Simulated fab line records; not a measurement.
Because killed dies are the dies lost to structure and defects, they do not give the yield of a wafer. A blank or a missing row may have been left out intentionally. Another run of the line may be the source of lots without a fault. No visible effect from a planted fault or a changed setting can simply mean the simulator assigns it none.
fab line records	flow n5_finfet
[record] lots = 7	wafers = 21
route steps=1938 shown BEOL_M2@890 BEOL_M3@950 BEOL_M4@1028
start_h: hours from the record's first day to the start of the lot's first wafer shown	wait_h: hours from the lot's prior step to this one	" unchanged from the row above	L1.1+2: a single row standing in for several wafers	- either no value or no given start	* or withheld: withheld	< > ~ a bound
route shown NAME@n: names a module that has steps shown in the file, with the first one's number in the route	usual: average and standard deviation across the fault-free wafers	same: alike in all rows	chamber/n: place in a boat	sites: the reading at each site	_std_site: standard deviation across them	_edge_site: the outer-site mean with the inner-site mean subtracted	radius_mm: for every site, how far away it sits from the centre of the wafer	mask NAME#n: copy n	behind: the most recent tool/chamber to have shaped the wafer	hold: why the lot was held/for how many hours/how that ended	device: whichever transistor did not switch (one of n, p or np)	end of line: the tests these same wafers got at the end of their route	a step with no rows: only its recipe	killed: dies lost to structure and defects at the first sort, not the wafer's yield	map: a wafer's dies, marking killed ones x, the rest . and places with no die _
set.NAME: the setting as run; set.NAME@STEP: as run at that earlier step	model.NAME: the simulator's own value behind a step, which no gauge read
lots with deliberately changed settings; one table per step, one row per wafer
[[steps]]
[step N5_BEOL_M2_TRENCH_ETCH_37]
[recipe] chemistry = C4F6/O2	target_depth_a = 555.55	target = SiOC	time_s = 29.2	ion_energy_ev = 250	pressure_mtorr = 30	source_w = 355	bias_w = 185	Ar_flow_sccm = 300	C4F6_flow_sccm = 10	O2_flow_sccm = 10
lot.wafer	tool	chamber	start_h	wait_h	set.time_s	model.etch.depth_nm	model.BEOL_M2.feature_depth_nm
L079.1	rie_diel-04	0	-	-	29.2	54.02	54
L079.5	"	1	"	"	25.33	48.12	48.2
L079.6	"	2	"	"	25.33	47.73	47.8
L081.1	rie_diel-04	0	-	-	29.2	54.38	54.4
L081.2	"	2	"	"	31.02	57.59	57.6
L081.5	"	1	"	"	29.2	55.31	55.4
L084.1	rie_diel-01	0	-	-	34.27	63.38	63.4
L084.2	"	2	"	"	29.2	54.38	54.4
L084.4	"	1	"	"	29.2	56	56
L087.2	rie_diel-01	3	-	-	26.51	51.73	51.8
L087.3	"	0	"	"	26.51	49.33	49.4
L087.4	"	0	"	"	26.51	49.58	49.6
L091.2	rie_diel-01	0	-	-	25.86	48.19	48.2
L091.3	"	3	"	"	25.86	50.65	50.6
L091.5	"	1	"	"	25.86	49.46	49.4
L093.2	rie_diel-01	2	-	-	29.2	54.37	54.4
L093.4	"	0	"	"	29.2	53.7	53.8
L093.6	"	0	"	"	29.2	53.65	53.6
L096.1	rie_diel-04	0	-	-	29.2	53.75	53.8
L096.2	"	1	"	"	29.2	55.23	55.2
L096.5	"	1	"	"	29.2	54.67	54.6
[step N5_BEOL_M2_ETCH_41]
[recipe] chemistry = CH3F/O2	target = SiCN	target_depth_a = 299	taper_deg = 2	time_s = 52.5	ion_energy_ev = 120	mask_material = TiN	pressure_mtorr = 30	source_w = 395	bias_w = 75	Ar_flow_sccm = 150	CH3F_flow_sccm = 30	O2_flow_sccm = 20
[step N5_BEOL_M2_STRIP_97]
[recipe] chemistry = N2/H2	time_s = 10	power_w = 450	temp_c = 40	pressure_mtorr = 20	rf_frequency_hz = 6e+07	bias_power_w = 7	n2_flow_sccm = 200	h2_flow_sccm = 200
[step N5_BEOL_M2_OCD_MEAS_38]
[usual] trench_depth_nm = 55.0/1.1
lot.wafer	tool	chamber	start_h	wait_h	set.time_s@BEOL_M2_TRENCH_ETCH_37	trench_depth_nm
L079.1	ocd-02	-	195.67	-	29.2	54.2
L079.5	"	-	"	"	25.33	48.1
L079.6	"	-	"	"	25.33	47.5
L081.1	ocd-02	-	216.17	-	29.2	54.6
L081.2	"	-	"	"	31.02	57.9
L081.5	"	-	"	"	29.2	55.1
L084.1	ocd-01	-	226.93	-	34.27	63.3
L084.2	"	-	"	"	29.2	54.2
L084.4	"	-	"	"	29.2	56.3
L087.2	ocd-01	-	251.62	-	26.51	51.8
L087.3	"	-	"	"	26.51	49.4
L087.4	"	-	"	"	26.51	49.4
L091.2	ocd-01	-	265.58	-	25.86	48.0
L091.3	"	-	"	"	25.86	50.7
L091.5	"	-	"	"	25.86	50.0
L093.2	ocd-01	-	277.35	-	29.2	54.7
L093.4	"	-	"	"	29.2	53.8
L093.6	"	-	"	"	29.2	53.7
L096.1	ocd-01	-	303.71	-	29.2	54.0
L096.2	"	-	"	"	29.2	55.5
L096.5	"	-	"	"	29.2	54.6
[step N5_BEOL_M2_HM_STRIP_39]
[recipe] chemistry = peroxide_tin_strip	material = TiN	target_depth_a = 250	temp_c = 50	time_s = 158
[step N5_BEOL_M2_SRD_40]
[recipe] time_s = 30	temp_c = 23	rinse_liquid = diw	dry = ipa_marangoni
[step N5_BEOL_M2_ECD_50]
[recipe] material = Cu	target_thk_a = 3000
[step N5_BEOL_M2_ANNEAL_51]
[recipe] temp_c = 225	time_s = 90	ambient = N2
[step N5_BEOL_M2_CMP_52]
[recipe] stop_on = SiOC	t_overpolish_s = 6.8	down_force_psi = 1	platen_rpm = 50	clearing_platen_down_force_psi = 1.5	clearing_platen_rpm = 50	post_cmp_clean = cu_alkaline	target_thk_nm = 40	clearing_platen_pad_velocity_m_s = 0.99484	pad_velocity_m_s = 0.99484
lot.wafer	tool	chamber	start_h	wait_h	set.time_s@BEOL_M2_TRENCH_ETCH_37	model.Cu_of_BEOL_M2_ECD_50.thk_nm
L079.1	cmp-01	1	199.10	0.3	29.2	38.2
L079.5+6	"	1,2	"	"	25.33	32.6
L081.1	cmp-04	0	219.94	0.3	29.2	39
L081.2	"	2	"	"	31.02	42.6
L081.5	"	3	"	"	29.2	39.2
L084.4	cmp-04	0	230.19	0.2	29.2	40
L084.1	"	1	"	"	34.27	46.4
L084.2	"	2	"	"	29.2	36.4
L087.4	cmp-02	1	255.43	0.2	26.51	33.8
L087.2	"	2	"	"	26.51	36.2
L087.3	"	3	"	"	26.51	34.4
L091.2	cmp-02	1	269.12	0.2	25.86	31.4
L091.3	"	0	"	"	25.86	35.4
L091.5	"	2	"	"	25.86	33.6
L093.4	cmp-01	0	282.43	0.1	29.2	39.6
L093.2	"	2	"	"	29.2	39.4
L093.6	"	0	"	"	29.2	38.8
L096.2	cmp-04	3	306.97	0.2	29.2	39.4
L096.1	"	2	"	"	29.2	38
L096.5	"	0	"	"	29.2	40
[step N5_BEOL_M2_THK_MEAS_53]
[recipe] thk_meas_gauge = xrf	reads = Cu_of_BEOL_M2_ECD_50
[usual] M2_THK = 39.6/1.4
lot.wafer	tool	chamber	start_h	wait_h	set.time_s@BEOL_M2_TRENCH_ETCH_37	M2_THK[nm]
L079.1	film_metro-01	-	199.39	-	29.2	38.4
L079.5	"	-	"	"	25.33	32.7
L079.6	"	-	"	"	25.33	32.9
L081.1	film_metro-02	-	220.19	-	29.2	39.1
L081.2	"	-	"	"	31.02	42.9
L081.5	"	-	"	"	29.2	39.5
L084.1	film_metro-02	-	230.45	-	34.27	46.2
L084.2	"	-	"	"	29.2	36.4
L084.4	"	-	"	"	29.2	39.9
L087.2	film_metro-02	-	255.68	-	26.51	36.2
L087.3	"	-	"	"	26.51	34.8
L087.4	"	-	"	"	26.51	34.0
L091.2	film_metro-02	-	269.42	-	25.86	31.5
L091.3	"	-	"	"	25.86	35.3
L091.5	"	-	"	"	25.86	33.6
L093.2	film_metro-01	-	282.73	-	29.2	39.5
L093.4	"	-	"	"	29.2	39.8
L093.6	"	-	"	"	29.2	39.2
L096.1	film_metro-01	-	307.26	-	29.2	38.8
L096.2	"	-	"	"	29.2	40.0
L096.5	"	-	"	"	29.2	40.9
[step N5_BEOL_M3_ETCH_64]
[recipe] chemistry = N2/H2	target = SOC	target_depth_a = 750	overetch_a = 150	mask_material = SiARC	temp_c = 40	time_s = 112.5	ion_energy_ev = 200	pressure_mtorr = 30	source_w = 840	bias_w = 150	n2_flow_sccm = 200	h2_flow_sccm = 200
lot.wafer	tool	chamber	start_h	wait_h	set.time_s	model.SiARC_of_BEOL_M3_COAT_62.thk_nm
L079.1	rie_diel-06	3	201.04	0.0	125.2	6
L079.5	"	1	"	"	112.5	6.6
L079.6	"	2	"	"	112.5	6.8
L081.1	rie_diel-06	3	221.81	0.0	112.5	6.8
L081.2+5	"	0	"	"	112.5	6.6
L084.1	rie_diel-05	1	232.39	0.0	112.5	7
L084.2	"	3	"	"	136.6	5.8
L084.4	"	2	"	"	112.5	6.8
L087.2	rie_diel-02	2	257.42	0.0	112.5	6.4
L087.3	"	3	"	"	112.5	6.6
L087.4	"	0	"	"	134.9	5.6
L091.2	rie_diel-06	2	270.57	0.0	112.5	6.8
L091.3	"	0	"	"	89.26	7.8
L091.5	"	0	"	"	112.5	6.6
L093.2+4+6	rie_diel-02	0,2,3	283.99	0.0	112.5	6.6
L096.1	rie_diel-05	1	308.93	0.0	112.5	7
L096.2	"	0	"	"	112.5	6.8
L096.5	"	0	"	"	99.59	7.4
[step N5_BEOL_M3_STRIP_65]
[recipe] chemistry = N2/H2	temp_c = 40	n2_flow_sccm = 200	h2_flow_sccm = 200	rf_frequency_hz = 6e+07
[step N5_BEOL_M3_STRIP_75]
[recipe] chemistry = N2/H2	temp_c = 40	n2_flow_sccm = 200	h2_flow_sccm = 200	rf_frequency_hz = 6e+07
[step N5_BEOL_M3_STRIP_66]
[recipe] chemistry = CF4	resist = SiARC	power_w = 300	bias_power_w = 75	pressure_mtorr = 50	cf4_flow_sccm = 150	rf_frequency_hz = 6e+07
[step N5_BEOL_M3_HM_OPEN_17]
[recipe] chemistry = Cl2/BCl3	target_depth_a = 200	overetch_a = 60	target = TiN	mask_material = SOC	ion_energy_ev = 150	pressure_mtorr = 10	icp_w = 1000	bias_w = 126	Cl2_flow_sccm = 53.25	bcl3_flow_sccm = 21.75	Ar_flow_sccm = 25
lot.wafer	tool	chamber	start_h	wait_h	set.time_s@BEOL_M3_ETCH_64	model.etch.depth_nm
L079.1	rie_metal-02	1	201.21	0.0	125.2	19
L079.5+6	"	0,1	"	"	112.5	20.22
L081.1+2	rie_metal-03	0,1	221.97	0.0	112.5	19.75
L081.5	"	1	"	"	112.5	19.72
L084.1	rie_metal-03	1	232.55	0.0	112.5	20.05
L084.2	"	0	"	"	136.6	17.68
L084.4	"	1	"	"	112.5	19.97
L087.2	rie_metal-03	1	257.60	0.0	112.5	19.91
L087.3	"	0	"	"	112.5	19.89
L087.4	"	1	"	"	134.9	17.71
L091.2	rie_metal-02	0	270.74	0.0	112.5	20.49
L091.3	"	0	"	"	89.26	20.14
L091.5	"	0	"	"	112.5	20.18
L093.2	rie_metal-01	0	284.16	0.0	112.5	20.22
L093.4	"	0	"	"	112.5	20.38
L093.6	"	0	"	"	112.5	20.17
L096.1	rie_metal-01	1	309.10	0.0	112.5	19.99
L096.2	"	0	"	"	112.5	19.61
L096.5	"	1	"	"	99.59	19.87
[step N5_BEOL_M3_COAT_22]
[recipe] resist = CAR-EUV	spin_rpm = 1500	resist_thk_nm = 30
lot.wafer	tool	chamber	start_h	wait_h	set.spin_rpm	model.CAR-EUV_of_BEOL_M3_COAT_22.thk_nm
L079.1+5+6	litho_track-05	0	-	-	1500	30
L081.1	litho_track-05	0	-	-	1560	29.4
L081.2	"	0	"	"	1500	30
L081.5	"	0	"	"	1560	29.6
L084.1+4	litho_track-05	0	-	-	1500	30
L084.2	"	0	"	"	1370	31.4
L087.2	litho_track-05	0	-	-	1500	30
L087.3	"	0	"	"	1606	29.2
L087.4	"	0	"	"	1606	29
L091.2+5	litho_track-03	0	-	-	1578	29.2
L091.3	"	0	"	"	1500	29.8
L093.2+4	litho_track-03	0	-	-	1500	30
L093.6	"	0	"	"	1500	29.8
L096.1+5	litho_track-04	0	-	-	1500	30.2
L096.2	"	0	"	"	1427	30.8
[step N5_BEOL_M3_EBR_24]
[recipe] solvent = PGMEA	ebr_width_mm = 1.5
[step N5_BEOL_M3_SOFTBAKE_23]
[recipe] temp_c = 110	time_s = 60	resist = CAR-EUV
[step N5_BEOL_M3_DESCUM_33]
[recipe] chemistry = O2	time_s = 7	source_power_w = 50	bias_power_w = 20	pressure_mtorr = 20	rf_frequency_hz = 2.712e+07	temp_c = 40	resist = CAR-EUV	o2_flow_sccm = 225
lot.wafer	tool	chamber	start_h	wait_h	set.spin_rpm@BEOL_M3_COAT_22	model.CAR-EUV_of_BEOL_M3_COAT_22.thk_nm
L079.1+6	rie_diel-06	2	202.33	0.4	1500	26
L079.5	"	3	"	"	1500	26.2
L081.1	rie_diel-05	2	222.74	0.0	1560	25.4
L081.2	"	3	"	"	1500	26.2
L081.5	"	0	"	"	1560	25.6
L084.1	rie_diel-06	3	233.41	0.1	1500	26
L084.2	"	0	"	"	1370	27.4
L084.4	"	2	"	"	1500	26.2
L087.2	rie_diel-06	2	258.22	0.0	1500	26.2
L087.3	"	1	"	"	1606	25.2
L087.4	"	3	"	"	1606	25
L091.2+5	rie_diel-05	2,3	271.87	0.5	1578	25.2
L091.3	"	0	"	"	1500	26
L093.2	rie_diel-06	3	284.91	0.0	1500	26.2
L093.4+6	"	1	"	"	1500	26
L096.1+5	rie_diel-06	1,2	309.85	0.0	1500	26.2
L096.2	"	0	"	"	1427	26.8
[step N5_BEOL_M4_COAT_05]
[recipe] resist = CAR-EUV	spin_rpm = 1500	resist_thk_nm = 30
lot.wafer	tool	chamber	start_h	wait_h	set.spin_rpm	model.CAR-EUV_of_BEOL_M4_COAT_05.thk_nm
L079.1+5+6	litho_track-04	0	-	-	1500	30.2
L081.1+2	litho_track-01	0	-	-	1500	30
L081.5	"	0	"	"	1415	30.8
L084.1	litho_track-01	0	-	-	1500	29.8
L084.2+4	"	0	"	"	1500	30
L087.2	litho_track-01	0	-	-	1500	30
L087.3+4	"	0	"	"	1357	31.4
L091.2+5	litho_track-01	0	-	-	1500	30
L091.3	"	0	"	"	1421	30.8
L093.2	litho_track-04	0	-	-	1500	30
L093.4+6	"	0	"	"	1500	29.8
L096.1+2	litho_track-02	0	-	-	1616	28.8
L096.5	"	0	"	"	1500	30
[step N5_BEOL_M4_EXPOSE_08]
[recipe] mask_id = M4	na = 0.33	source_shape = dipole	sigma_inner = 0.369	sigma_outer = 0.767	polarization = unpolarized	dose_mj = 41.25
lot.wafer	tool	chamber	start_h	wait_h	mask	set.dose_mj
L079.1+5	euv_scanner-01	0	214.85	-	M4#0	43.48
L079.6	"	0	"	"	M4#0	41.25
L081.1+2	euv_scanner-01	0	234.58	-	M4#0	44.01
L081.5	"	0	"	"	M4#0	41.25
L084.1+4	euv_scanner-02	0	244.50	-	M4#0	41.25
L084.2	"	0	"	"	M4#0	42.3
L087.2+3	euv_scanner-02	0	265.82	-	M4#0	41.25
L087.4	"	0	"	"	M4#0	42.53
L091.2+3+5	euv_scanner-01	0	296.17	-	M4#0	41.25
L093.2+4+6	euv_scanner-02	0	305.15	-	M4#0	41.25
L096.1+2	euv_scanner-02	0	317.75	-	M4#0	41.25
L096.5	"	0	"	"	M4#0	39.32
[step N5_BEOL_M4_PEB_09]
[recipe] peb_temp_c = 100	peb_time_s = 60	resist = CAR-EUV
[step N5_BEOL_M4_DEVELOP_10]
[recipe] develop_time_s = 30	developer = TMAH	resist = CAR-EUV	rinse_liquid = surfactant_rinse	dry = air_spin	dev_temp_c = 23
[step N5_BEOL_M4_CD_MEAS_11]
[recipe] target_cd_nm = 16.79	landing_energy_ev = 500	detector = se_inlens	polarity = opening
[usual] cd_nm = 16.72/0.24
lot.wafer	tool	chamber	start_h	wait_h	set.dose_mj@BEOL_M4_EXPOSE_08	cd_nm
L079.1	cd_sem-01	0	214.99	-	43.48	17.73
L079.5	"	0	"	"	43.48	17.99
L079.6	"	0	"	"	41.25	16.80
L081.1	cd_sem-02	0	234.71	-	44.01	18.21
L081.2	"	0	"	"	44.01	17.75
L081.5	"	0	"	"	41.25	16.55
L084.1	cd_sem-03	0	244.63	-	41.25	16.97
L084.2	"	0	"	"	42.3	17.30
L084.4	"	0	"	"	41.25	16.72
L087.2	cd_sem-01	0	265.95	-	41.25	16.75
L087.3	"	0	"	"	41.25	16.80
L087.4	"	0	"	"	42.53	17.34
L091.2	cd_sem-02	0	296.29	-	41.25	16.58
L091.3	"	0	"	"	41.25	16.71
L091.5	"	0	"	"	41.25	16.30
L093.2	cd_sem-01	0	305.28	-	41.25	16.53
L093.4	"	0	"	"	41.25	17.03
L093.6	"	0	"	"	41.25	16.34
L096.1	cd_sem-03	0	317.89	-	41.25	17.00
L096.2	"	0	"	"	41.25	16.99
L096.5	"	0	"	"	39.32	16.11
[step N5_BEOL_M4_DESCUM_16]
[recipe] chemistry = O2	time_s = 7	source_power_w = 50	bias_power_w = 20	pressure_mtorr = 20	rf_frequency_hz = 2.712e+07	temp_c = 40	resist = CAR-EUV	o2_flow_sccm = 225
[step N5_BEOL_M4_ETCH_74]
[recipe] chemistry = N2/H2	target = underlayer	target_depth_a = 65	mask_material = CAR-EUV	time_s = 5.2	ion_energy_ev = 200	pressure_mtorr = 30	source_w = 840	bias_w = 150	n2_flow_sccm = 200	h2_flow_sccm = 200	ends = cleared
lot.wafer	tool	chamber	start_h	wait_h	set.dose_mj@BEOL_M4_EXPOSE_08	model.BEOL_M4.cd_offset_nm
L079.1	rie_diel-04	3	215.52	0.0	43.48	1.2
L079.5	"	1	"	"	43.48	1
L079.6	"	0	"	"	41.25	-0.4
L081.1+2	rie_diel-01	2,3	235.08	0.0	44.01	1
L081.5	"	3	"	"	41.25	0
L084.1+4	rie_diel-01	2	244.79	0.0	41.25	-0.2
L084.2	"	0	"	"	42.3	0.2
L087.2+3	rie_diel-03	0,2	266.22	0.0	41.25	0
L087.4	"	3	"	"	42.53	0.6
L091.2+3	rie_diel-03	0,3	296.45	0.0	41.25	-0.2
L091.5	"	2	"	"	41.25	-0.4
L093.2	rie_diel-04	1	305.44	0.0	41.25	-0.2
L093.4	"	3	"	"	41.25	0
L093.6	"	2	"	"	41.25	-0.4
L096.1+2	rie_diel-03	0,2	318.35	0.0	41.25	-0.2
L096.5	"	1	"	"	39.32	-1
[step N5_BEOL_M4_ETCH_63]
[recipe] chemistry = CF4	target = SiARC	target_depth_a = 156	mask_material = CAR-EUV	time_s = 26	ion_energy_ev = 80	pressure_mtorr = 40	source_w = 545	bias_w = 36	Ar_flow_sccm = 100	cf4_flow_sccm = 100	ends = cleared
[step N5_BEOL_M4_ETCH_64]
[recipe] chemistry = N2/H2	target = SOC	target_depth_a = 750	overetch_a = 225	mask_material = SiARC	temp_c = 40	time_s = 121.9	ion_energy_ev = 200	pressure_mtorr = 30	source_w = 840	bias_w = 150	n2_flow_sccm = 200	h2_flow_sccm = 200
lot.wafer	tool	chamber	start_h	wait_h	set.dose_mj@BEOL_M4_EXPOSE_08	model.BEOL_M4.cd_offset_nm
L079.1	rie_diel-04	3	215.57	0.0	43.48	1.2
L079.5	"	1	"	"	43.48	1
L079.6	"	0	"	"	41.25	-0.2
L081.1	rie_diel-01	2	235.13	0.0	44.01	1
L081.2	"	3	"	"	44.01	1.4
L081.5	"	3	"	"	41.25	0.2
L084.1	rie_diel-01	2	244.83	0.0	41.25	0
L084.2	"	0	"	"	42.3	0.6
L084.4	"	2	"	"	41.25	-0.2
L087.2+3	rie_diel-03	0,2	266.26	0.0	41.25	-0.4
L087.4	"	3	"	"	42.53	0.6
L091.2+3	rie_diel-03	0,3	296.50	0.0	41.25	-0.6
L091.5	"	2	"	"	41.25	-0.4
L093.2+4	rie_diel-04	1,3	305.48	0.0	41.25	-0.2
L093.6	"	2	"	"	41.25	-0.8
L096.1	rie_diel-03	0	318.39	0.0	41.25	-0.4
L096.2	"	2	"	"	41.25	-0.2
L096.5	"	1	"	"	39.32	-1
[step N5_BEOL_M4_STRIP_65]
[recipe] chemistry = N2/H2	temp_c = 40	n2_flow_sccm = 200	h2_flow_sccm = 200	rf_frequency_hz = 6e+07
[step N5_BEOL_M4_STRIP_75]
[recipe] chemistry = N2/H2	temp_c = 40	n2_flow_sccm = 200	h2_flow_sccm = 200	rf_frequency_hz = 6e+07
[step N5_BEOL_M4_HM_OPEN_17]
[recipe] chemistry = Cl2/BCl3	target_depth_a = 200	overetch_a = 60	target = TiN	mask_material = SOC	ion_energy_ev = 150	pressure_mtorr = 10	icp_w = 1000	bias_w = 126	Cl2_flow_sccm = 53.25	bcl3_flow_sccm = 21.75	Ar_flow_sccm = 25
[step N5_BEOL_M4_STRIP_19]
[recipe] chemistry = O2	power_w = 400	temp_c = 40	pressure_mtorr = 30	rf_frequency_hz = 6e+07	bias_power_w = 0	overash_fraction = 0.2	o2_flow_sccm = 225
[step N5_BEOL_M4_CD_MEAS_18]
[recipe] pitch_nm = 36	target_cd_nm = 18
[usual] cd_nm = 17.9/0.32
lot.wafer	tool	chamber	start_h	wait_h	set.dose_mj@BEOL_M4_EXPOSE_08	cd_nm
L079.1	cd_sem-02	-	216.04	0.0	43.48	19.1
L079.5	"	-	"	"	43.48	18.8
L079.6	"	-	"	"	41.25	17.8
L081.1	cd_sem-02	-	235.50	0.0	44.01	18.9
L081.2	"	-	"	"	44.01	19.0
L081.5	"	-	"	"	41.25	18.0
L084.1	cd_sem-02	-	245.58	0.0	41.25	18.2
L084.2	"	-	"	"	42.3	18.7
L084.4	"	-	"	"	41.25	17.8
L087.2	cd_sem-03	-	266.62	0.1	41.25	17.8
L087.3	"	-	"	"	41.25	17.5
L087.4	"	-	"	"	42.53	18.6
L091.2	cd_sem-02	-	296.88	0.1	41.25	17.6
L091.3	"	-	"	"	41.25	17.5
L091.5	"	-	"	"	41.25	17.8
L093.2	cd_sem-01	-	305.84	0.1	41.25	17.7
L093.4	"	-	"	"	41.25	17.8
L093.6	"	-	"	"	41.25	17.0
L096.1	cd_sem-02	-	318.75	0.0	41.25	17.6
L096.2	"	-	"	"	41.25	17.8
L096.5	"	-	"	"	39.32	16.9
[step N5_BEOL_M4_COAT_76]
[recipe] resist = underlayer	temp_c = 205	time_s = 60	spin_rpm = 1500	resist_thk_nm = 5
lot.wafer	tool	chamber	start_h	wait_h	set.spin_rpm
L079.1+5	litho_track-02	0	-	-	1500
L079.6	"	0	"	"	1618
L081.1	litho_track-02	0	-	-	1500
L081.2+5	"	0	"	"	1441
L084.1+2	litho_track-04	0	-	-	1500
L084.4	"	0	"	"	1424
L087.2+3+4	litho_track-04	0	-	-	1500
L091.2+3+5	litho_track-02	0	-	-	1433
L093.2+4+6	litho_track-02	0	-	-	1500
L096.1+2	litho_track-01	0	-	-	1500
L096.5	"	0	"	"	1614
[[key]]
[split] step = N5_BEOL_M2_TRENCH_ETCH_37	setting = time_s	stated = 29.2	by = wafer
[response] step = N5_BEOL_M2_TRENCH_ETCH_37	reading = model.etch.depth_nm	change = +0.465	per = 1%	r = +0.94
[response] step = N5_BEOL_M2_TRENCH_ETCH_37	reading = model.BEOL_M2.feature_depth_nm	change = +0.463	per = 1%	r = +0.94
[response] step = N5_BEOL_M2_OCD_MEAS_38	reading = trench_depth_nm	change = +0.472	per = 1%	r = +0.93
[response] step = N5_BEOL_M2_CMP_52	reading = model.Cu_of_BEOL_M2_ECD_50.thk_nm	change = +0.462	per = 1%	r = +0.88
[response] step = N5_BEOL_M2_THK_MEAS_53	reading = M2_THK	change = +0.457	per = 1%	r = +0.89
[split] step = N5_BEOL_M3_ETCH_64	setting = time_s	stated = 112.5	by = wafer
[response] step = N5_BEOL_M3_ETCH_64	reading = model.SiARC_of_BEOL_M3_COAT_62.thk_nm	change = -0.0505	per = 1%	r = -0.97
[response] step = N5_BEOL_M3_HM_OPEN_17	reading = model.etch.depth_nm	shape = bent	at_lowest = 20.14	at_stated = 20.03	at_highest = 17.68
[split] step = N5_BEOL_M3_COAT_22	setting = spin_rpm	stated = 1500	by = wafer
[response] step = N5_BEOL_M3_COAT_22	reading = model.CAR-EUV_of_BEOL_M3_COAT_22.thk_nm	change = -0.138	per = 1%	r = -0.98
[response] step = N5_BEOL_M3_DESCUM_33	reading = model.CAR-EUV_of_BEOL_M3_COAT_22.thk_nm	change = -0.151	per = 1%	r = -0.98
[split] step = N5_BEOL_M4_COAT_05	setting = spin_rpm	stated = 1500	by = wafer
[response] step = N5_BEOL_M4_COAT_05	reading = model.CAR-EUV_of_BEOL_M4_COAT_05.thk_nm	change = -0.149	per = 1%	r = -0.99
[split] step = N5_BEOL_M4_EXPOSE_08	setting = dose_mj	stated = 41.25	by = wafer
[response] step = N5_BEOL_M4_CD_MEAS_11	reading = cd_nm	change = +0.199	per = 1%	r = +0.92
[response] step = N5_BEOL_M4_ETCH_74	reading = model.BEOL_M4.cd_offset_nm	change = +0.191	per = 1%	r = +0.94
[response] step = N5_BEOL_M4_ETCH_64	reading = model.BEOL_M4.cd_offset_nm	change = +0.195	per = 1%	r = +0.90
[response] step = N5_BEOL_M4_CD_MEAS_18	reading = cd_nm	change = +0.183	per = 1%	r = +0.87
[split] step = N5_BEOL_M4_COAT_76	setting = spin_rpm	stated = 1500	by = wafer
response none in this file
